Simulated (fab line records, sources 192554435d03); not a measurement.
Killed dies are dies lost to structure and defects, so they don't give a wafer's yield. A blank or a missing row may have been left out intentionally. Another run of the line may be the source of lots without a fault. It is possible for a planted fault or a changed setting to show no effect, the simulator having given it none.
fab line records | flow n5Finfet | part 1 of 2: steps 1 to 20 of 29
record lots=5 | wafers=15 | lastDay=18
route steps=1938 shown BEOL_M13@1689 BEOL_M14@1716
lots with no fault: from the same line, run without faults
startH: hours from the record's first day to the start of the lot's first wafer shown | waitH: hours elapsed since this lot's preceding step | " the same as in the row above | L1.1+2: one row covering several wafers at once | - either no value or no given start | * or withheld: withheld | < > ~ a bound
route shown NAME@n: a module of which the file shows steps, and the number in the route of the first | usual: mean/standard deviation of fault-free wafers | same: alike in all rows | chamber/n: place in a boat | sites: the reading at each site | _std_site: their standard deviation | _edge_site: mean of outer sites minus mean of inner sites | radiusMm: for every site, how far away it sits from the centre of the wafer | mask NAME#n: copy n | behind: the last tool/chamber to shape the wafer | hold: why the lot went on hold/how many hours it stayed there/how the hold came to an end | device: the transistor (n, p or np) that didn't switch | end of line: the route-end tests of the same wafers | a step with no rows: only its recipe | killed: at the first sort, the dies lost to defects and structure; wafer yield is something else | map: dies across one wafer; x = killed, . = not, _ = none there
set.NAME: the setting as run; set.NAME@STEP: as run at that earlier step | model.NAME: the simulator's own value behind a step, which no gauge read
lots seen at some steps along the route; tables by step, rows by wafer
services: from which hour (startH, from the record's first day; less than 0 if before it) a tool's chamber was out of use, for how many hours, and why
## steps
# step N5_BEOL_M13_CD_MEAS_28
# recipe targetCdNm=209.5 | landingEnergyEv=500 | detector=seInlens
# usual cdNm=209.9/1.5
lot.wafer | tool     | chamber | startH | waitH | cdNm
L080.3    | cdSem-01 | 0       | 271.99 | -     | 210.5
L080.4    | "        | 0       | "      | "     | 207.4
L080.6    | "        | 0       | "      | "     | 209.1
L083.1    | cdSem-02 | 0       | 301.68 | -     | 210.3
L083.2    | "        | 0       | "      | "     | 211.2
L083.4    | "        | 0       | "      | "     | 207.7
L087.2    | cdSem-03 | 0       | 334.57 | -     | 208.4
L087.3    | "        | 0       | "      | "     | 211.8
L087.4    | "        | 0       | "      | "     | 210.8
L094.1    | cdSem-01 | 0       | 375.05 | -     | 209.7
L094.2    | "        | 0       | "      | "     | 211.9
L094.5    | "        | 0       | "      | "     | 210.7
L096.3    | cdSem-01 | 0       | 396.87 | -     | 208.0
L096.5    | "        | 0       | "      | "     | 211.3
L096.6    | "        | 0       | "      | "     | 211.2
# step N5_BEOL_M13_OVL_MEAS_29
# recipe pointsPerWafer=44
# usual M13_OVL=0/5.4
# same pointsPerWafer=44
lot.wafer | tool       | chamber | startH | waitH | M13_OVL[nm]
L080.3    | overlay-01 | 0       | 272.02 | 0.0   | -9
L080.4    | "          | 0       | "      | "     | -4
L080.6    | "          | 0       | "      | "     | -6
L083.1    | overlay-02 | 0       | 301.71 | 0.0   | 1
L083.2    | "          | 0       | "      | "     | -5
L083.4    | "          | 0       | "      | "     | -4
L087.2    | overlay-02 | 0       | 334.60 | 0.0   | 9
L087.3    | "          | 0       | "      | "     | 5
L087.4    | "          | 0       | "      | "     | 7
L094.1    | overlay-02 | 0       | 375.08 | 0.0   | -8
L094.2    | "          | 0       | "      | "     | -2
L094.5    | "          | 0       | "      | "     | -8
L096.3    | overlay-01 | 0       | 396.90 | 0.0   | 3
L096.5    | "          | 0       | "      | "     | 6
L096.6    | "          | 0       | "      | "     | 8
# step N5_BEOL_M13_INSPECT_30
# recipe mode=adi | inspectInstrument=macro
# usual rawDefectCount=2.1/1.5
lot.wafer | tool             | chamber | startH | waitH | rawDefectCount
L080.3    | defectInspect-02 | -       | 272.04 | 0.0   | 1
L080.4    | "                | -       | "      | "     | 3
L080.6    | "                | -       | "      | "     | 4
L083.1    | defectInspect-01 | -       | 301.73 | 0.0   | 2
L083.2    | "                | -       | "      | "     | 3
L083.4    | "                | -       | "      | "     | 2
L087.2    | defectInspect-02 | -       | 334.63 | 0.0   | 1
L087.3    | "                | -       | "      | "     | 1
L087.4    | "                | -       | "      | "     | 2
L094.1    | defectInspect-01 | -       | 375.10 | 0.0   | 1
L094.2    | "                | -       | "      | "     | 2
L094.5    | "                | -       | "      | "     | 6
L096.3    | defectInspect-02 | -       | 396.92 | 0.0   | 2
L096.5    | "                | -       | "      | "     | 2
L096.6    | "                | -       | "      | "     | 2
# step N5_BEOL_M13_DESCUM_33
# recipe chemistry=O2 | timeS=7.9 | sourcePowerW=50 | biasPowerW=20 | pressureMtorr=20 | rfFrequencyHz=2.712e+07 | tempC=40 | o2FlowSccm=225
# usual drypumpMotorCurrentA=5.8/0.56 | oesProductAu=0.77/0.099 | rfVppV=243.4/1.5 | showerheadPlenumPTorr=2.10/0.071 | throttleValvePct=20.28/0.28
lot.wafer | tool       | chamber | startH | waitH | drypumpMotorCurrentA | oesProductAu | rfHoursCounterH | rfVppV | showerheadPlenumPTorr | throttleValvePct
L080.3    | rieDiel-04 | 0       | 272.07 | 0.0   | 5.3                  | 0.72         | 182             | 244.9  | 2.15                  | 20.35
L080.4    | "          | 1       | "      | "     | 6.2                  | 0.69         | 228             | 243.9  | 2.14                  | 20.02
L080.6    | "          | 0       | "      | "     | 5.3                  | 0.72         | -               | 244.0  | 2.15                  | 20.36
L083.1    | rieDiel-02 | 2       | 301.76 | 0.0   | 6.3                  | 0.72         | 222             | 242.4  | 2.02                  | 20.70
L083.2    | "          | 0       | "      | "     | 6.4                  | 0.89         | 44              | 243.2  | 2.15                  | 20.15
L083.4    | "          | 3       | "      | "     | 6.4                  | 0.69         | 226             | 241.5  | 2.03                  | 20.20
L087.2    | rieDiel-02 | 0       | 334.67 | 0.0   | 6.4                  | 0.88         | 55              | 242.8  | 2.14                  | 20.16
L087.3    | "          | 1       | "      | "     | 5.1                  | 0.93         | 14              | 246.1  | 2.13                  | 19.70
L087.4    | "          | 2       | "      | "     | 6.3                  | 0.70         | 233             | 242.1  | 2.01                  | 20.70
L094.1    | rieDiel-06 | 2       | 375.14 | 0.0   | 6.2                  | 0.82         | 87              | 241.7  | 2.00                  | 20.39
L094.2    | "          | 1       | "      | "     | 5.4                  | 0.77         | 117             | 244.8  | 2.08                  | 19.92
L094.5    | "          | 2       | "      | "     | 6.2                  | 0.80         | -               | 240.7  | 2.00                  | 20.38
L096.3    | rieDiel-04 | 0       | 396.96 | 0.0   | 5.3                  | 0.69         | 226             | 244.7  | 2.13                  | 20.42
L096.5    | "          | 3       | "      | "     | 5.9                  | 0.90         | -               | 245.0  | 2.22                  | 20.14
L096.6    | "          | 2       | "      | "     | 4.9                  | 0.89         | -               | 242.8  | 2.15                  | 20.22
# step N5_BEOL_M13_ETCH_67
# recipe chemistry=CF4 | target=SiARC | targetDepthA=1430 | timeS=238.3 | ionEnergyEv=80 | pressureMtorr=40 | sourceW=545 | biasW=36 | Ar_flow_sccm=100 | cf4FlowSccm=100 | ends=cleared
# usual biasW=35.99/0.1 | drypumpMotorCurrentA=5.8/0.56 | etchRfOnTimeS=238/8.9 | oesProductAu=0.66/0.088 | rfVppV=184.2/1.3 | showerheadPlenumPTorr=2.16/0.075 | throttleValvePct=15.55/0.22
lot.wafer | tool       | chamber | startH | waitH | biasW | drypumpMotorCurrentA | etchRfOnTimeS | oesProductAu | rfHoursCounterH | rfVppV | showerheadPlenumPTorr | throttleValvePct
L080.3    | rieDiel-04 | 0       | 272.11 | 0.0   | 36.10 | 5.3                  | 242           | 0.61         | 182             | 185.4  | 2.20                  | 15.68
L080.4    | "          | 1       | "      | "     | 36.00 | 6.3                  | 241           | 0.59         | 228             | 185.9  | 2.22                  | 15.53
L080.6    | "          | 0       | "      | "     | 35.82 | 5.3                  | 244           | 0.61         | -               | 184.4  | 2.20                  | 15.66
L083.1    | rieDiel-02 | 2       | 301.80 | 0.0   | 35.86 | 6.3                  | 232           | 0.61         | 222             | 182.7  | 2.03                  | 15.68
L083.2    | "          | 0       | "      | "     | 35.91 | 6.4                  | 223           | 0.78         | 44              | 185.2  | 2.18                  | 15.33
L083.4    | "          | 3       | "      | "     | 36.12 | 6.4                  | 255           | 0.58         | 226             | 182.3  | 2.12                  | 15.77
L087.2    | rieDiel-02 | 0       | 334.70 | 0.0   | 36.09 | 6.4                  | 225           | 0.76         | 55              | 183.9  | 2.18                  | 15.34
L087.3    | "          | 1       | "      | "     | 36.09 | 5.0                  | 232           | 0.80         | 14              | 184.6  | 2.19                  | 15.05
L087.4    | "          | 2       | "      | "     | 35.96 | 6.3                  | 236           | 0.60         | 233             | 183.3  | 2.03                  | 15.68
L094.1    | rieDiel-06 | 2       | 375.17 | 0.0   | 36.02 | 6.2                  | 233           | 0.70         | 87              | 182.7  | 2.08                  | 15.75
L094.2    | "          | 1       | "      | "     | 36.02 | 5.4                  | 239           | 0.66         | 117             | 182.5  | 2.14                  | 15.30
L094.5    | "          | 2       | "      | "     | 35.96 | 6.2                  | 234           | 0.70         | -               | 181.7  | 2.08                  | 15.76
L096.3    | rieDiel-04 | 0       | 396.99 | 0.0   | 36.06 | 5.3                  | 244           | 0.59         | 226             | 184.1  | 2.19                  | 15.77
L096.5    | "          | 3       | "      | "     | 36.02 | 5.9                  | 235           | 0.76         | -               | 184.6  | 2.28                  | 15.44
L096.6    | "          | 2       | "      | "     | 36.07 | 4.9                  | 235           | 0.78         | -               | 184.0  | 2.19                  | 15.30
# step N5_BEOL_M13_ETCH_68
# recipe chemistry=N2/H2 | target=SOC | maskMaterial=SiARC | sourceW=3000 | biasW=350 | tempC=40 | timeS=355 | ionEnergyEv=200 | pressureMtorr=30 | n2FlowSccm=200 | h2FlowSccm=200
# usual biasW=350.0/1.1 | drypumpMotorCurrentA=5.8/0.56 | oesProductAu=0.77/0.099 | rfVppV=524.4/2.6 | showerheadPlenumPTorr=2.56/0.087 | throttleValvePct=17.7/0.32
lot.wafer | tool       | chamber | startH | waitH | biasW | drypumpMotorCurrentA | oesProductAu | rfHoursCounterH | rfVppV | showerheadPlenumPTorr | throttleValvePct
L080.3    | rieDiel-04 | 0       | 272.25 | 0.1   | 349.5 | 5.3                  | 0.73         | 182             | 526.1  | 2.65                  | 17.9
L080.4    | "          | 1       | "      | "     | 349.8 | 6.2                  | 0.68         | 228             | 526.5  | 2.63                  | 17.7
L080.6    | "          | 0       | "      | "     | 350.1 | 5.3                  | 0.73         | -               | 527.3  | 2.65                  | 17.8
L083.1    | rieDiel-02 | 2       | 301.95 | 0.1   | 351.3 | 6.3                  | 0.72         | 222             | 520.0  | 2.42                  | 17.9
L083.2    | "          | 0       | "      | "     | 349.4 | 6.4                  | 0.89         | 44              | 525.6  | 2.58                  | 17.3
L083.4    | "          | 3       | "      | "     | 348.5 | 6.4                  | 0.69         | 226             | 521.9  | 2.53                  | 17.9
L087.2    | rieDiel-02 | 0       | 334.85 | 0.1   | 351.2 | 6.4                  | 0.87         | 55              | 524.6  | 2.57                  | 17.3
L087.3    | "          | 1       | "      | "     | 348.0 | 5.1                  | 0.93         | 14              | 524.7  | 2.60                  | 17.1
L087.4    | "          | 2       | "      | "     | 348.7 | 6.3                  | 0.70         | 233             | 520.7  | 2.41                  | 17.9
L094.1    | rieDiel-06 | 2       | 375.32 | 0.1   | 350.5 | 6.2                  | 0.81         | 87              | 521.5  | 2.45                  | 17.8
L094.2    | "          | 1       | "      | "     | 350.2 | 5.4                  | 0.78         | 117             | 525.7  | 2.53                  | 17.2
L094.5    | "          | 2       | "      | "     | 348.4 | 6.2                  | 0.82         | -               | 522.2  | 2.45                  | 17.8
L096.3    | rieDiel-04 | 0       | 397.14 | 0.1   | 351.1 | 5.3                  | 0.70         | 226             | 525.4  | 2.63                  | 17.9
L096.5    | "          | 3       | "      | "     | 350.3 | 5.9                  | 0.88         | -               | 527.3  | 2.69                  | 17.4
L096.6    | "          | 2       | "      | "     | 349.6 | 4.9                  | 0.89         | -               | 526.5  | 2.59                  | 17.4
# step N5_BEOL_M13_STRIP_69
# recipe chemistry=N2/H2 | tempC=40 | n2FlowSccm=200 | h2FlowSccm=200 | rfFrequencyHz=6e+07
lot.wafer  | tool       | chamber | startH | waitH
L080.3+4+6 | rieDiel-04 | 0,1,0   | 272.47 | 0.1
L083.1+2+4 | rieDiel-02 | 2,0,3   | 302.16 | 0.1
L087.2+3+4 | rieDiel-02 | 0,1,2   | 335.06 | 0.1
L094.1+2+5 | rieDiel-06 | 2,1,2   | 375.53 | 0.1
L096.3+5+6 | rieDiel-04 | 0,3,2   | 397.35 | 0.1
# step N5_BEOL_M13_TRENCH_ETCH_34
# recipe chemistry=C4F8/O2/Ar | target=SiOC | targetDepthA=4134.7 | maskMaterial=SOC | pressureMtorr=30 | sourceW=3000 | biasW=700 | Ar_flow_sccm=400 | C4F8_flow_sccm=15 | O2_flow_sccm=8 | heInnerTorr=15 | heOuterTorr=30 | timeS=162.6 | ionEnergyEv=250
# usual biasW=699.9/2.2 | drypumpMotorCurrentA=5.8/0.57 | heOuterTorr=30.01/0.056 | oesProductAu=0.77/0.099 | rfVppV=666/3.3 | showerheadPlenumPTorr=3.43/0.11 | throttleValvePct=24.0/0.3
lot.wafer | tool       | chamber | startH | waitH | biasW | drypumpMotorCurrentA | heOuterTorr | oesProductAu | rfHoursCounterH | rfVppV | showerheadPlenumPTorr | throttleValvePct
L080.3    | rieDiel-04 | 0       | 272.48 | 0.0   | 699.6 | 5.3                  | 30.01       | 0.72         | 182             | 669    | 3.53                  | 24.2
L080.4    | "          | 1       | "      | "     | 700.7 | 6.2                  | 29.92       | 0.69         | 228             | 667    | 3.51                  | 23.9
L080.6    | "          | 0       | "      | "     | 700.6 | 5.4                  | 30.05       | 0.73         | -               | 668    | 3.53                  | 24.2
L083.1    | rieDiel-02 | 2       | 302.17 | 0.0   | 700.9 | 6.3                  | 29.88       | 0.71         | 222             | 661    | 3.26                  | 24.2
L083.2    | "          | 0       | "      | "     | 697.7 | 6.5                  | 30.00       | 0.88         | 44              | 665    | 3.45                  | 23.7
L083.4    | "          | 3       | "      | "     | 699.7 | 6.4                  | 30.01       | 0.68         | 226             | 664    | 3.39                  | 24.3
L087.2    | rieDiel-02 | 0       | 335.07 | 0.0   | 699.4 | 6.5                  | 30.09       | 0.87         | 55              | 668    | 3.44                  | 23.7
L087.3    | "          | 1       | "      | "     | 698.3 | 5.1                  | 29.96       | 0.94         | 14              | 666    | 3.45                  | 23.3
L087.4    | "          | 2       | "      | "     | 701.1 | 6.4                  | 29.92       | 0.69         | 233             | 661    | 3.26                  | 24.3
L094.1    | rieDiel-06 | 2       | 375.54 | 0.0   | 700.0 | 6.2                  | 30.00       | 0.81         | 88              | 664    | 3.34                  | 24.5
L094.2    | "          | 1       | "      | "     | 702.1 | 5.4                  | 29.88       | 0.78         | 117             | 667    | 3.43                  | 23.8
L094.5    | "          | 2       | "      | "     | 698.7 | 6.2                  | 30.00       | 0.81         | -               | 663    | 3.34                  | 24.5
L096.3    | rieDiel-04 | 0       | 397.36 | 0.0   | 699.2 | 5.3                  | 30.09       | 0.69         | 226             | 668    | 3.51                  | 24.3
L096.5    | "          | 3       | "      | "     | 699.4 | 5.9                  | 30.00       | 0.88         | -               | 670    | 3.60                  | 23.9
L096.6    | "          | 2       | "      | "     | 703.2 | 4.9                  | 30.07       | 0.90         | -               | 668    | 3.45                  | 23.7
# step N5_BEOL_M13_STRIP_70
# recipe chemistry=C4F8/O2/Ar | resist=SiARC | rfFrequencyHz=6e+07
lot.wafer  | tool       | chamber | startH | waitH
L080.3+4+6 | rieDiel-04 | 0,1,0   | 272.61 | 0.1
L083.1+2+4 | rieDiel-02 | 2,0,3   | 302.30 | 0.1
L087.2+3+4 | rieDiel-02 | 0,1,2   | 335.20 | 0.1
L094.1+2+5 | rieDiel-06 | 2,1,2   | 375.68 | 0.1
L096.3+5+6 | rieDiel-04 | 0,3,2   | 397.49 | 0.1
# step N5_BEOL_M13_OCD_MEAS_35
# usual trenchDepthNm=412/9.3
lot.wafer | tool   | chamber | startH | waitH | trenchDepthNm
L080.3    | ocd-01 | -       | 272.65 | 0.0   | 410
L080.4    | "      | -       | "      | "     | 399
L080.6    | "      | -       | "      | "     | 413
L083.1    | ocd-01 | -       | 302.34 | 0.0   | 423
L083.2    | "      | -       | "      | "     | 414
L083.4    | "      | -       | "      | "     | 400
L087.2    | ocd-01 | -       | 335.24 | 0.0   | 411
L087.3    | "      | -       | "      | "     | 424
L087.4    | "      | -       | "      | "     | 416
L094.1    | ocd-01 | -       | 375.72 | 0.0   | 416
L094.2    | "      | -       | "      | "     | 422
L094.5    | "      | -       | "      | "     | 417
L096.3    | ocd-02 | -       | 397.54 | 0.0   | 405
L096.5    | "      | -       | "      | "     | 416
L096.6    | "      | -       | "      | "     | 400
# step N5_BEOL_M13_STRIP_37
# recipe chemistry=N2/H2 | powerW=1000 | tempC=250 | h2Frac=0.65 | overashFraction=0.3 | pressureMtorr=withheld | n2FlowSccm=1750 | h2FlowSccm=3250
# usual drypumpMotorCurrentA=5.88/0.16 | heaterPowerW=347/52 | oesProductAu=0.785/0.01
lot.wafer | tool           | chamber | startH | waitH | drypumpMotorCurrentA | heaterPowerW | oesProductAu | rfHoursCounterH
L080.3    | plasmaAsher-02 | 1       | 272.71 | 0.1   | 5.95                 | 403          | 0.771        | -
L080.4    | "              | 0       | "      | "     | 5.64                 | 309          | 0.777        | -
L080.6    | "              | 0       | "      | "     | 5.65                 | 312          | 0.794        | -
L083.1    | plasmaAsher-01 | 0       | 302.38 | 0.0   | 6.02                 | 402          | 0.790        | 81
L083.2    | "              | 1       | "      | "     | 5.94                 | 282          | 0.791        | 81
L083.4    | "              | 0       | "      | "     | 6.04                 | 400          | 0.770        | -
L087.2    | plasmaAsher-02 | 0       | 335.28 | 0.0   | 5.64                 | 314          | 0.799        | 138
L087.3    | "              | 0       | "      | "     | 5.70                 | 314          | 0.791        | -
L087.4    | "              | 1       | "      | "     | 5.97                 | 381          | 0.798        | -
L094.1    | plasmaAsher-01 | 0       | 375.76 | 0.0   | 6.00                 | 411          | 0.786        | 97
L094.2    | "              | 1       | "      | "     | 5.92                 | 281          | 0.769        | 97
L094.5    | "              | 1       | "      | "     | 5.96                 | 282          | 0.777        | -
L096.3    | plasmaAsher-01 | 1       | 397.59 | 0.1   | 5.95                 | 273          | 0.773        | -
L096.5    | "              | 0       | "      | "     | 6.02                 | 398          | 0.771        | -
L096.6    | "              | 1       | "      | "     | 5.95                 | 284          | 0.793        | -
# step N5_BEOL_M13_ETCH_38
# recipe chemistry=CF4/N2 | target=SiCN | targetDepthA=675 | taperDeg=2 | timeS=71.9 | ionEnergyEv=150 | maskMaterial=SiO2 | pressureMtorr=40 | sourceW=430 | biasW=70 | Ar_flow_sccm=100 | cf4FlowSccm=60 | n2FlowSccm=60
# usual biasW=70.01/0.22 | drypumpMotorCurrentA=5.8/0.54 | oesProductAu=0.78/0.11 | rfVppV=383.0/1.9 | showerheadPlenumPTorr=2.23/0.073 | throttleValvePct=15.37/0.25
lot.wafer | tool       | chamber | startH | waitH | biasW | drypumpMotorCurrentA | oesProductAu | rfHoursCounterH | rfVppV | showerheadPlenumPTorr | throttleValvePct
L080.3    | rieDiel-02 | 2       | 273.31 | -     | 69.90 | 6.4                  | 0.72         | 213             | 379.3  | 2.10                  | 15.50
L080.4    | "          | 2       | "      | "     | 69.82 | 6.3                  | 0.72         | -               | 380.1  | 2.10                  | 15.51
L080.6    | "          | 3       | "      | "     | 69.92 | 6.5                  | 0.67         | -               | 382.5  | 2.19                  | 15.59
L083.1    | rieDiel-04 | 3       | 304.03 | -     | 70.21 | 5.9                  | 0.95         | 11              | 384.7  | 2.35                  | 15.16
L083.2    | "          | 1       | "      | "     | 70.00 | 6.2                  | 0.70         | 237             | 383.7  | 2.28                  | 15.37
L083.4    | "          | 0       | "      | "     | 70.05 | 5.3                  | 0.71         | 192             | 383.9  | 2.28                  | 15.58
L087.2    | rieDiel-04 | 1       | 336.61 | -     | 70.01 | 6.3                  | 0.68         | 245             | 384.5  | 2.28                  | 15.38
L087.3    | "          | 0       | "      | "     | 69.85 | 5.4                  | 0.70         | 199             | 383.4  | 2.28                  | 15.59
L087.4    | "          | 3       | "      | "     | 69.90 | 5.9                  | 0.92         | 20              | 385.2  | 2.35                  | 15.17
L094.1    | rieDiel-06 | 3       | 375.89 | -     | 70.30 | 5.2                  | 0.69         | 225             | 380.2  | 2.08                  | 15.49
L094.2    | "          | 0       | "      | "     | 69.98 | 5.9                  | 0.69         | 245             | 383.9  | 2.27                  | 15.80
L094.5    | "          | 0       | "      | "     | 70.24 | 5.9                  | 0.69         | -               | 383.6  | 2.27                  | 15.80
L096.3    | rieDiel-02 | 0       | 402.23 | -     | 70.13 | 6.4                  | 0.86         | 78              | 382.2  | 2.23                  | 15.21
L096.5    | "          | 3       | "      | "     | 70.24 | 6.5                  | 0.95         | -               | 381.2  | 2.18                  | 15.15
L096.6    | "          | 1       | "      | "     | 70.52 | 5.1                  | 0.89         | -               | 384.0  | 2.24                  | 14.87
# step N5_BEOL_M13_PRECLEAN_39
# recipe chemistry=residueRemover | timeS=60 | tempC=40
lot.wafer  | tool        | chamber | startH | waitH
L080.3+4+6 | wetBench-05 | 2,5,6   | 273.44 | 0.1
L083.1+2+4 | wetBench-03 | 7,4,2   | 304.16 | 0.1
L087.2+3+4 | wetBench-05 | 5,7,4   | 336.74 | 0.1
L094.1+2+5 | wetBench-02 | 2,5,4   | 376.03 | 0.1
L096.3+5+6 | wetBench-02 | 5,4,2   | 402.36 | 0.1
# step N5_BEOL_M13_SRD_40
# recipe timeS=30 | tempC=23 | rinseLiquid=diw | dry=n2Spin | spinRpm=1500 | dryTimeS=30
lot.wafer  | tool        | chamber | startH | waitH
L080.3+4+6 | wetBench-05 | 2,5,6   | 273.46 | 0.0
L083.1+2+4 | wetBench-03 | 7,4,2   | 304.18 | 0.0
L087.2+3+4 | wetBench-05 | 5,7,4   | 336.76 | 0.0
L094.1+2+5 | wetBench-02 | 2,5,4   | 376.05 | 0.0
L096.3+5+6 | wetBench-02 | 5,4,2   | 402.38 | 0.0
# step N5_BEOL_M13_DEGAS_41
# recipe ambient=vacuum | tempC=250 | timeS=60
# usual heaterPowerW=366/35
lot.wafer | tool          | chamber | startH | waitH | heaterPowerW
L080.3    | pvdSputter-01 | -       | 273.93 | 0.5   | 407
L080.4    | "             | -       | "      | "     | 366
L080.6    | "             | -       | "      | "     | 408
L083.1    | pvdSputter-02 | -       | 304.64 | 0.4   | 364
L083.2    | "             | -       | "      | "     | 407
L083.4    | "             | -       | "      | "     | 305
L087.2    | pvdSputter-03 | -       | 337.02 | 0.2   | 379
L087.3    | "             | -       | "      | "     | 333
L087.4    | "             | -       | "      | "     | 340
L094.1    | pvdSputter-03 | -       | 376.09 | 0.0   | 331
L094.2    | "             | -       | "      | "     | 373
L094.5    | "             | -       | "      | "     | 402
L096.3    | pvdSputter-01 | -       | 402.72 | 0.3   | 341
L096.5    | "             | -       | "      | "     | 402
L096.6    | "             | -       | "      | "     | 424
# step N5_BEOL_M13_PRE_CLEAN_42
# recipe gas=H2/He | timeS=30 | tempC=250
# usual heaterPowerW=367/36
lot.wafer | tool          | chamber | startH | waitH | heaterPowerW
L080.3    | pvdSputter-01 | -       | 273.97 | 0.0   | 412
L080.4    | "             | -       | "      | "     | 366
L080.6    | "             | -       | "      | "     | 414
L083.1    | pvdSputter-02 | -       | 304.68 | 0.0   | 363
L083.2    | "             | -       | "      | "     | 408
L083.4    | "             | -       | "      | "     | 301
L087.2    | pvdSputter-03 | -       | 337.06 | 0.0   | 376
L087.3    | "             | -       | "      | "     | 324
L087.4    | "             | -       | "      | "     | 338
L094.1    | pvdSputter-03 | -       | 376.14 | 0.0   | 329
L094.2    | "             | -       | "      | "     | 368
L094.5    | "             | -       | "      | "     | 398
L096.3    | pvdSputter-01 | -       | 402.76 | 0.0   | 335
L096.5    | "             | -       | "      | "     | 414
L096.6    | "             | -       | "      | "     | 416
# step N5_BEOL_M13_SPUTTER_43
# recipe material=TaN | targetThkA=150 | tempC=50 | biasV=168.6 | powerW=15000 | chamberPressurePa=0.12 | timeS=24.19
# usual substrateTempC=50.00/0.12 | throttleValvePct=30.0/0.89
lot.wafer | tool          | chamber | startH | waitH | substrateTempC | throttleValvePct
L080.3    | pvdSputter-01 | -       | 274.01 | 0.0   | 50.15          | 30.7
L080.4    | "             | -       | "      | "     | 50.06          | 28.6
L080.6    | "             | -       | "      | "     | 50.15          | 30.7
L083.1    | pvdSputter-02 | -       | 304.72 | 0.0   | 49.88          | 29.8
L083.2    | "             | -       | "      | "     | 50.05          | 29.8
L083.4    | "             | -       | "      | "     | 49.88          | 30.0
L087.2    | pvdSputter-03 | -       | 337.10 | 0.0   | 50.11          | 31.6
L087.3    | "             | -       | "      | "     | 50.00          | 29.1
L087.4    | "             | -       | "      | "     | 50.10          | 31.0
L094.1    | pvdSputter-03 | -       | 376.18 | 0.0   | 50.12          | 29.3
L094.2    | "             | -       | "      | "     | 49.96          | 31.9
L094.5    | "             | -       | "      | "     | 50.17          | 29.9
L096.3    | pvdSputter-01 | -       | 402.80 | 0.0   | 49.93          | 28.7
L096.5    | "             | -       | "      | "     | 50.11          | 30.5
L096.6    | "             | -       | "      | "     | 50.02          | 30.2
# step N5_BEOL_M13_SPUTTER_44
# recipe material=Ta | targetThkA=100 | tempC=50 | biasV=80 | powerW=15000 | chamberPressurePa=0.07 | timeS=16.13
# usual substrateTempC=49.98/0.11 | throttleValvePct=30.0/0.92
lot.wafer | tool          | chamber | startH | waitH | substrateTempC | throttleValvePct
L080.3    | pvdSputter-01 | -       | 274.09 | 0.0   | 49.89          | 30.6
L080.4    | "             | -       | "      | "     | 49.87          | 28.6
L080.6    | "             | -       | "      | "     | 49.87          | 30.6
L083.1    | pvdSputter-02 | -       | 304.80 | 0.0   | 49.80          | 29.8
L083.2    | "             | -       | "      | "     | 50.14          | 29.7
L083.4    | "             | -       | "      | "     | 50.02          | 30.0
L087.2    | pvdSputter-03 | -       | 337.18 | 0.0   | 49.99          | 31.5
L087.3    | "             | -       | "      | "     | 49.87          | 29.3
L087.4    | "             | -       | "      | "     | 50.08          | 31.3
L094.1    | pvdSputter-03 | -       | 376.27 | 0.0   | 50.05          | 29.1
L094.2    | "             | -       | "      | "     | 50.06          | 31.7
L094.5    | "             | -       | "      | "     | 49.83          | 30.1
L096.3    | pvdSputter-01 | -       | 402.88 | 0.0   | 50.11          | 28.6
L096.5    | "             | -       | "      | "     | 49.91          | 30.5
L096.6    | "             | -       | "      | "     | 50.16          | 29.9
# step N5_BEOL_M13_SPUTTER_45
# recipe material=Cu | targetThkA=800 | tempC=-20 | biasV=60 | powerW=26000 | chamberPressurePa=0.13 | timeS=13.33
# usual substrateTempC=-20.00/0.11 | throttleValvePct=30.0/0.9
lot.wafer | tool          | chamber | startH | waitH | substrateTempC | throttleValvePct
L080.3    | pvdSputter-01 | -       | 274.17 | 0.0   | -19.83         | 30.7
L080.4    | "             | -       | "      | "     | -19.96         | 28.5
L080.6    | "             | -       | "      | "     | -19.87         | 30.6
L083.1    | pvdSputter-02 | -       | 304.88 | 0.0   | -20.14         | 30.0
L083.2    | "             | -       | "      | "     | -20.06         | 29.9
L083.4    | "             | -       | "      | "     | -20.13         | 30.0
L087.2    | pvdSputter-03 | -       | 337.26 | 0.0   | -19.97         | 31.7
L087.3    | "             | -       | "      | "     | -20.06         | 29.2
L087.4    | "             | -       | "      | "     | -20.14         | 30.7
L094.1    | pvdSputter-03 | -       | 376.36 | 0.0   | -19.94         | 29.2
L094.2    | "             | -       | "      | "     | -19.93         | 31.6
L094.5    | "             | -       | "      | "     | -20.10         | 30.0
L096.3    | pvdSputter-01 | -       | 402.96 | 0.0   | -19.90         | 29.1
L096.5    | "             | -       | "      | "     | -20.27         | 30.8
L096.6    | "             | -       | "      | "     | -20.12         | 29.9
# step N5_BEOL_M13_ECD_47
# recipe material=Cu | targetThkA=9360
lot.wafer  | tool     | chamber | startH | waitH
L080.3+4+6 | ecdCu-01 | 0,1,1   | 274.34 | 0.1
L083.1+2+4 | ecdCu-01 | 0,1,0   | 304.99 | 0.1
L087.2+3+4 | ecdCu-02 | 0,1,0   | 337.38 | 0.1
L094.1+2+5 | ecdCu-02 | 1,0,0   | 376.49 | 0.1
L096.3+5+6 | ecdCu-02 | 0,1,0   | 403.12 | 0.1
